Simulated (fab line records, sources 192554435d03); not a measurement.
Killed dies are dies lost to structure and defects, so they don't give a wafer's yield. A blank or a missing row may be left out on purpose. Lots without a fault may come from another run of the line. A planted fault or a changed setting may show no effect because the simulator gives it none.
fab line records | flow n5_finfet | part 1 of 2: steps 1 to 4 of 6
record lots=23 wafers=69 last_day=17
route steps=1938 shown BEOL_M12@1613 BEOL_M13@1674
lots that met no fault: from a run of the same line without faults
start_h: hours from the record's first day to the start of the lot's first wafer shown | wait_h: hours since the lot's step before | " the same as in the row above | L1.1+2: a row that stands for several wafers | - no value, or no start given | * or withheld: withheld | < > ~ a bound
route shown NAME@n: a module of which the file shows steps, and the number in the route of the first | usual: mean/standard deviation of fault-free wafers | same: alike in all rows | chamber/n: place in a boat | sites: the reading at each site | _std_site: their standard deviation | _edge_site: outer sites' mean less inner sites' | radius_mm: how far each site lies from the wafer's centre | mask NAME#n: copy n | behind: the tool/chamber that last shaped the wafer | hold: why the lot was held/for how many hours/how that ended | device: the transistor (n, p or np) that didn't switch | end of line: the same wafers' tests at the end of the route | a step without rows: its recipe alone | killed: dies lost to structure and defects at the first sort, not the wafer's yield | map: a wafer's dies, x killed, . not, _ none there
set.NAME: the setting as run; set.NAME@STEP: as run at that earlier step | model.NAME: the simulator's own value behind a step, which no gauge read
steps of the route over a sample of lots; a table a step, a row a wafer
services: from which hour (start_h, from the record's first day; less than 0 if before it) a tool's chamber was out of use, for how many hours, and why
## steps
# step N5_BEOL_M12_OVL_MEAS_11
# recipe points_per_wafer=44
# usual V11_OVL=-5/5.2
# same points_per_wafer=44
# columns lot.wafer tool chamber start_h wait_h V11_OVL[nm]
L075.1 overlay-01 0 237.72 0.0 -7
L075.3 " 0 " " 2
L075.6 " 0 " " 0
L074.2 overlay-02 0 240.72 0.0 -12
L074.4 " 0 " " -12
L074.5 " 0 " " -12
L077.2 overlay-02 0 244.85 0.0 -8
L077.3 " 0 " " -3
L077.6 " 0 " " -4
L078.2 overlay-02 0 249.67 0.0 -3
L078.3 " 0 " " -16
L078.5 " 0 " " -9
L079.1 overlay-02 0 254.64 0.0 -8
L079.4 " 0 " " -2
L079.6 " 0 " " -14
L076.1 overlay-02 0 259.31 0.0 -9
L076.2 " 0 " " -11
L076.3 " 0 " " -3
L081.2 overlay-02 0 262.12 0.0 -3
L081.3 " 0 " " -1
L081.4 " 0 " " 2
L080.2 overlay-01 0 264.17 0.0 -11
L080.3 " 0 " " -14
L080.6 " 0 " " -12
L082.1 overlay-02 0 275.26 0.0 0
L082.2 " 0 " " -5
L082.4 " 0 " " -2
L083.1 overlay-01 0 282.13 0.0 4
L083.3 " 0 " " 7
L083.6 " 0 " " -3
L084.1 overlay-02 0 289.55 0.0 -4
L084.5 " 0 " " -10
L084.6 " 0 " " -8
L087.2 overlay-02 0 300.93 0.0 4
L087.5 " 0 " " -1
L087.6 " 0 " " -3
L085.4 overlay-01 0 301.36 0.0 -1
L085.5 " 0 " " 0
L085.6 " 0 " " 0
L088.1 overlay-01 0 308.73 0.0 -8
L088.2 " 0 " " -9
L088.6 " 0 " " -10
L086.1 overlay-01 0 314.23 0.0 -7
L086.3 " 0 " " -6
L086.4 " 0 " " -6
L090.3 overlay-01 0 329.44 0.0 -10
L090.4 " 0 " " -3
L090.6 " 0 " " -2
L091.1 overlay-02 0 329.62 0.0 -8
L091.3 " 0 " " -11
L091.5 " 0 " " -7
L093.1 overlay-02 0 338.83 0.0 -5
L093.3 " 0 " " -6
L093.4 " 0 " " -6
L092.1 overlay-01 0 343.35 0.0 -5
L092.2 " 0 " " -8
L092.6 " 0 " " -10
L095.2 overlay-02 0 351.54 0.0 -1
L095.3 " 0 " " -2
L095.5 " 0 " " -2
L094.1 overlay-02 0 353.16 0.0 -6
L094.5 " 0 " " -8
L094.6 " 0 " " -1
L096.1 overlay-02 0 358.05 0.0 -5
L096.2 " 0 " " -1
L096.5 " 0 " " -1
L097.2 overlay-02 0 367.84 0.0 3
L097.3 " 0 " " 3
L097.6 " 0 " " 1
# step N5_BEOL_M12_ETCH_59
# recipe chemistry=N2/H2 target=BARC target_depth_a=890 overetch_a=267 time_s=67.9 ion_energy_ev=200 pressure_mtorr=30 source_w=840 bias_w=150 n2_flow_sccm=200 h2_flow_sccm=200
# usual drypump_motor_current_A=5.8/0.46 oes_product_au=0.70/0.055 rf_vpp_V=524.1/2.8 showerhead_plenum_p_Torr=2.55/0.099 throttle_valve_pct=17.80/0.24
# columns lot.wafer tool chamber start_h wait_h drypump_motor_current_A oes_product_au rf_hours_counter_h rf_vpp_V showerhead_plenum_p_Torr throttle_valve_pct
L075.1 rie_diel-05 3 238.16 0.0 5.6 0.61 212 523.5 2.52 18.04
L075.3 " 1 " " 5.5 0.63 216 523.9 2.51 18.24
L075.6 " 0 " " 5.6 0.69 - 527.8 2.67 17.46
L074.2 rie_diel-03 1 240.89 0.0 6.7 0.75 50 522.0 2.47 17.70
L074.4 " 3 " " 5.7 0.69 122 525.7 2.67 18.02
L074.5 " 1 " " 6.7 0.75 - 522.3 2.47 17.68
L077.2 rie_diel-05 1 244.94 0.0 5.5 0.61 219 522.7 2.50 18.26
L077.3 " 3 " " 5.6 0.60 214 523.5 2.52 18.05
L077.6 " 3 " " 5.6 0.61 - 521.9 2.52 18.07
L078.2 rie_diel-05 2 249.77 0.0 6.2 0.58 248 525.8 2.62 18.22
L078.3 " 1 " " 5.5 0.62 221 522.8 2.50 18.26
L078.5 " 3 " " 5.6 0.60 - 524.4 2.52 18.06
L079.1 rie_diel-01 3 254.73 0.0 5.2 0.69 79 521.4 2.46 17.84
L079.4 " 0 " " 5.1 0.67 - 520.7 2.46 17.54
L079.6 " 3 " " 5.2 0.68 - 521.3 2.46 17.86
L076.1 rie_diel-01 1 259.40 0.0 5.6 0.72 64 523.8 2.58 17.59
L076.2 " 3 " " 5.2 0.69 82 522.3 2.46 17.86
L076.3 " 0 " " 5.1 0.67 102 522.1 2.46 17.55
L081.2 rie_diel-01 3 262.21 0.0 5.2 0.69 83 522.5 2.46 17.86
L081.3 " 0 " " 5.1 0.67 104 521.0 2.46 17.56
L081.4 " 0 " " 5.1 0.67 - 521.2 2.46 17.55
L080.2 rie_diel-03 3 264.27 0.0 5.6 0.68 132 527.1 2.67 18.03
L080.3 " 1 " " 6.8 0.73 58 522.0 2.47 17.70
L080.6 " 1 " " 6.8 0.73 - 521.2 2.47 17.71
L082.1 rie_diel-05 1 275.35 0.0 5.5 0.61 234 522.9 2.50 18.29
L082.2 " 2 " " 6.3 0.83 1 524.4 2.62 17.79
L082.4 " 0 " " 5.6 0.67 103 525.7 2.66 17.48
L083.1 rie_diel-01 2 282.25 0.0 5.8 0.83 7 522.1 2.51 18.11
L083.3 " 1 " " 5.5 0.71 73 526.2 2.57 17.61
L083.6 " 1 " " 5.6 0.71 - 525.0 2.57 17.63
L084.1 rie_diel-03 2 289.74 0.0 6.0 0.69 78 520.8 2.46 17.78
L084.5 " 1 " " 6.7 0.73 - 521.7 2.46 17.72
L084.6 " 2 " " 5.9 0.68 - 520.9 2.46 17.79
L087.2 rie_diel-03 3 301.02 0.0 5.6 0.67 145 527.9 2.66 18.06
L087.5 " 1 " " 6.7 0.72 - 521.6 2.46 17.74
L087.6 " 2 " " 5.9 0.69 - 522.8 2.46 17.77
L085.4 rie_diel-01 1 301.48 0.0 5.5 0.69 - 524.2 2.57 17.64
L085.5 " 3 " " 5.2 0.67 - 521.9 2.46 17.90
L085.6 " 2 " " 5.8 0.80 - 522.6 2.51 18.13
L088.1 rie_diel-03 2 309.40 0.0 5.9 0.68 85 521.5 2.46 17.80
L088.2 " 1 " " 6.7 0.72 74 521.8 2.46 17.74
L088.6 " 3 " " 5.6 0.67 - 528.0 2.66 18.07
L086.1 rie_diel-03 1 314.32 0.0 6.8 0.71 76 522.7 2.46 17.72
L086.3 " 2 " " 5.9 0.68 86 521.2 2.46 17.79
L086.4 " 0 " " 5.5 0.78 29 528.2 2.70 17.48
L090.3 rie_diel-03 3 329.53 0.0 5.6 0.66 155 527.5 2.66 18.08
L090.4 " 2 " " 5.9 0.68 92 521.5 2.45 17.80
L090.6 " 2 " " 6.0 0.68 - 520.9 2.45 17.80
L091.1 rie_diel-03 3 329.79 0.0 5.6 0.65 156 526.7 2.66 18.08
L091.3 " 1 " " 6.7 0.71 82 521.5 2.46 17.75
L091.5 " 3 " " 5.6 0.66 - 527.0 2.66 18.09
L093.1 rie_diel-03 2 338.92 0.0 5.9 0.68 96 521.3 2.45 17.83
L093.3 " 3 " " 5.6 0.65 160 527.0 2.66 18.09
L093.4 " 1 " " 6.7 0.71 85 522.3 2.45 17.76
L092.1 rie_diel-03 2 343.45 0.0 6.0 0.68 98 522.8 2.45 17.83
L092.2 " 3 " " 5.6 0.66 161 527.4 2.66 18.09
L092.6 " 2 " " 5.9 0.68 - 520.2 2.45 17.84
L095.2 rie_diel-03 1 352.25 0.0 6.7 0.71 90 522.0 2.45 17.77
L095.3 " 0 " " 5.5 0.76 42 527.6 2.70 17.50
L095.5 " 2 " " 5.9 0.67 - 521.6 2.45 17.82
L094.1 rie_diel-03 2 353.25 0.0 5.9 0.67 102 521.8 2.45 17.83
L094.5 " 0 " " 5.5 0.75 - 527.6 2.70 17.50
L094.6 " 3 " " 5.7 0.66 - 527.0 2.65 18.10
L096.1 rie_diel-03 2 358.44 0.0 6.0 0.68 103 520.9 2.45 17.83
L096.2 " 3 " " 5.6 0.65 165 525.6 2.65 18.09
L096.5 " 0 " " 5.5 0.75 - 527.7 2.70 17.47
L097.2 rie_diel-01 1 367.93 0.0 5.6 0.68 106 525.0 2.56 17.69
L097.3 " 3 " " 5.2 0.65 125 520.9 2.45 17.94
L097.6 " 2 " " 5.8 0.77 - 522.2 2.50 18.16
# step N5_BEOL_M12_STRIP_63
# recipe chemistry=N2/H2 power_w=1000 temp_c=250 h2_frac=0.65 overash_fraction=0.3 pressure_mtorr=1000 n2_flow_sccm=1750 h2_flow_sccm=3250
# usual drypump_motor_current_A=5.60/0.29 heater_power_w=374/22 oes_product_au=0.693/0.0045 strip_time_to_endpoint_s=42.3/0.97
# columns lot.wafer tool chamber start_h wait_h drypump_motor_current_A heater_power_w oes_product_au rf_hours_counter_h strip_time_to_endpoint_s
L075.1 plasma_asher-02 1 238.41 - 5.71 349 0.701 123 44.1
L075.3 " 1 " " 5.71 353 0.691 - 42.0
L075.6 " 1 " " 5.73 351 0.698 - 43.5
L074.2 plasma_asher-02 0 241.14 - 5.89 375 0.697 123 43.3
L074.4 " 0 " " 5.91 373 0.697 - 43.1
L074.5 " 1 " " 5.71 353 0.693 - 42.2
L077.2 plasma_asher-02 1 245.24 - 5.72 343 0.686 126 43.2
L077.3 " 0 " " 5.84 377 0.691 - 42.0
L077.6 " 0 " " 5.87 385 0.694 - 42.2
L078.2 plasma_asher-02 0 250.02 - 5.83 387 0.691 128 44.5
L078.3 " 0 " " 5.83 387 0.695 - 42.4
L078.5 " 1 " " 5.73 333 0.700 - 41.5
L079.1 plasma_asher-02 0 254.98 - 5.87 389 0.682 129 41.3
L079.4 " 0 " " 5.88 366 0.691 - 40.6
L079.6 " 1 " " 5.72 340 0.687 - 41.8
L076.1 plasma_asher-01 0 259.65 - 5.66 364 0.693 72 41.8
L076.2 " 1 " " 5.10 407 0.695 72 42.3
L076.3 " 1 " " 5.11 407 0.692 - 42.3
L081.2 plasma_asher-02 1 262.46 - 5.70 353 0.688 130 42.7
L081.3 " 1 " " 5.70 350 0.689 - 41.9
L081.4 " 0 " " 5.86 377 0.695 - 40.9
L080.2 plasma_asher-01 0 264.52 - 5.66 370 0.691 74 43.0
L080.3 " 0 " " 5.67 360 0.691 - 42.0
L080.6 " 0 " " 5.65 374 0.697 - 42.1
L082.1 plasma_asher-01 0 275.60 - 5.66 361 0.693 76 43.2
L082.2 " 1 " " 5.08 398 0.700 76 44.4
L082.4 " 1 " " 5.09 402 0.697 - 42.7
L083.1 plasma_asher-02 0 282.50 - 5.85 373 0.693 134 42.4
L083.3 " 0 " " 5.87 385 0.691 - 41.9
L083.6 " 1 " " 5.73 349 0.698 - 41.4
L084.1 plasma_asher-01 1 289.99 - 5.08 404 0.692 79 43.4
L084.5 " 1 " " 5.11 397 0.690 - 41.1
L084.6 " 0 " " 5.66 374 0.693 - 42.5
L087.2 plasma_asher-02 0 301.27 - 5.86 380 0.696 137 43.4
L087.5 " 0 " " 5.85 389 0.686 - 42.1
L087.6 " 1 " " 5.72 350 0.688 - 41.5
L085.4 plasma_asher-02 0 301.73 - 5.91 383 0.697 - 40.2
L085.5 " 0 " " 5.90 377 0.687 - 40.7
L085.6 " 1 " " 5.73 345 0.696 - 41.1
L088.1 plasma_asher-02 1 309.65 - 5.69 344 0.693 139 42.9
L088.2 " 0 " " 5.92 393 0.689 139 43.2
L088.6 " 1 " " 5.70 342 0.693 - 42.6
L086.1 plasma_asher-02 1 314.57 - 5.72 342 0.699 139 42.0
L086.3 " 0 " " 5.90 381 0.687 - 41.1
L086.4 " 1 " " 5.73 345 0.696 - 40.5
L090.3 plasma_asher-02 1 329.80 - 5.71 334 0.698 - 42.7
L090.4 " 0 " " 5.86 391 0.695 - 41.6
L090.6 " 0 " " 5.86 373 0.694 - 42.0
L091.1 plasma_asher-01 0 330.04 - 5.66 369 0.690 86 43.2
L091.3 " 1 " " 5.08 413 0.689 - 41.4
L091.5 " 1 " " 5.07 408 0.692 - 42.7
L093.1 plasma_asher-01 0 339.18 - 5.63 373 0.700 89 42.8
L093.3 " 1 " " 5.09 403 0.701 - 43.1
L093.4 " 0 " " 5.64 363 0.695 - 42.1
L092.1 plasma_asher-01 0 343.70 - 5.65 359 0.689 90 43.2
L092.2 " 1 " " 5.11 418 0.689 90 43.9
L092.6 " 1 " " 5.08 403 0.703 - 42.7
L095.2 plasma_asher-01 0 352.50 - 5.67 357 0.698 92 45.2
L095.3 " 1 " " 5.08 413 0.694 - 43.7
L095.5 " 0 " " 5.68 357 0.686 - 43.0
L094.1 plasma_asher-01 0 353.50 - 5.68 360 0.697 92 42.2
L094.5 " 1 " " 5.11 408 0.695 - 42.2
L094.6 " 0 " " 5.67 358 0.693 - 41.6
L096.1 plasma_asher-01 0 358.69 - 5.66 362 0.693 93 42.9
L096.2 " 1 " " 5.11 416 0.683 93 41.8
L096.5 " 0 " " 5.67 364 0.684 - 42.1
L097.2 plasma_asher-02 0 368.18 - 5.85 386 0.693 151 41.5
L097.3 " 1 " " 5.72 355 0.691 - 42.8
L097.6 " 0 " " 5.85 368 0.698 - 41.9
# step N5_BEOL_M12_CD_MEAS_17
# recipe target_cd_nm=140 polarity=opening
# usual cd_nm=139.8/2.4
# columns lot.wafer tool chamber start_h wait_h cd_nm
L075.1 cd_sem-03 - 238.62 0.0 140.1
L075.3 " - " " 141.7
L075.6 " - " " 141.3
L074.2 cd_sem-03 - 241.35 0.0 142.0
L074.4 " - " " 141.3
L074.5 " - " " 137.6
L077.2 cd_sem-01 - 245.45 0.0 139.5
L077.3 " - " " 140.7
L077.6 " - " " 140.5
L078.2 cd_sem-03 - 250.22 0.0 137.6
L078.3 " - " " 140.2
L078.5 " - " " 142.4
L079.1 cd_sem-03 - 255.19 0.0 140.9
L079.4 " - " " 141.6
L079.6 " - " " 142.3
L076.1 cd_sem-02 - 259.90 0.0 142.7
L076.2 " - " " 139.6
L076.3 " - " " 140.3
L081.2 cd_sem-02 - 262.68 0.0 142.4
L081.3 " - " " 140.2
L081.4 " - " " 144.9
L080.2 cd_sem-02 - 264.72 0.0 138.1
L080.3 " - " " 138.9
L080.6 " - " " 137.4
L082.1 cd_sem-01 - 275.81 0.0 141.8
L082.2 " - " " 138.5
L082.4 " - " " 137.6
L083.1 cd_sem-01 - 282.71 0.0 143.2
L083.3 " - " " 143.2
L083.6 " - " " 144.3
L084.1 cd_sem-01 - 290.20 0.0 135.6
L084.5 " - " " 136.9
L084.6 " - " " 137.7
L087.2 cd_sem-02 - 301.48 0.0 136.7
L087.5 " - " " 139.8
L087.6 " - " " 134.1
L085.4 cd_sem-02 - 301.92 0.0 138.9
L085.5 " - " " 135.4
L085.6 " - " " 139.0
L088.1 cd_sem-03 - 309.86 0.0 142.4
L088.2 " - " " 143.4
L088.6 " - " " 141.7
L086.1 cd_sem-01 - 314.78 0.0 140.5
L086.3 " - " " 139.0
L086.4 " - " " 138.0
L090.3 cd_sem-03 - 329.99 0.0 139.0
L090.4 " - " " 136.8
L090.6 " - " " 136.8
L091.1 cd_sem-03 - 330.25 0.0 137.4
L091.3 " - " " 137.9
L091.5 " - " " 139.3
L093.1 cd_sem-01 - 339.38 0.0 140.0
L093.3 " - " " 140.0
L093.4 " - " " 140.8
L092.1 cd_sem-01 - 343.91 0.0 135.8
L092.2 " - " " 135.8
L092.6 " - " " 135.8
L095.2 cd_sem-02 - 352.71 0.0 139.6
L095.3 " - " " 140.3
L095.5 " - " " 138.0
L094.1 cd_sem-03 - 353.71 0.0 134.8
L094.5 " - " " 135.2
L094.6 " - " " 138.5
L096.1 cd_sem-01 - 358.89 0.0 141.5
L096.2 " - " " 144.1
L096.5 " - " " 141.0
L097.2 cd_sem-01 - 368.39 0.0 140.6
L097.3 " - " " 137.7
L097.6 " - " " 137.5
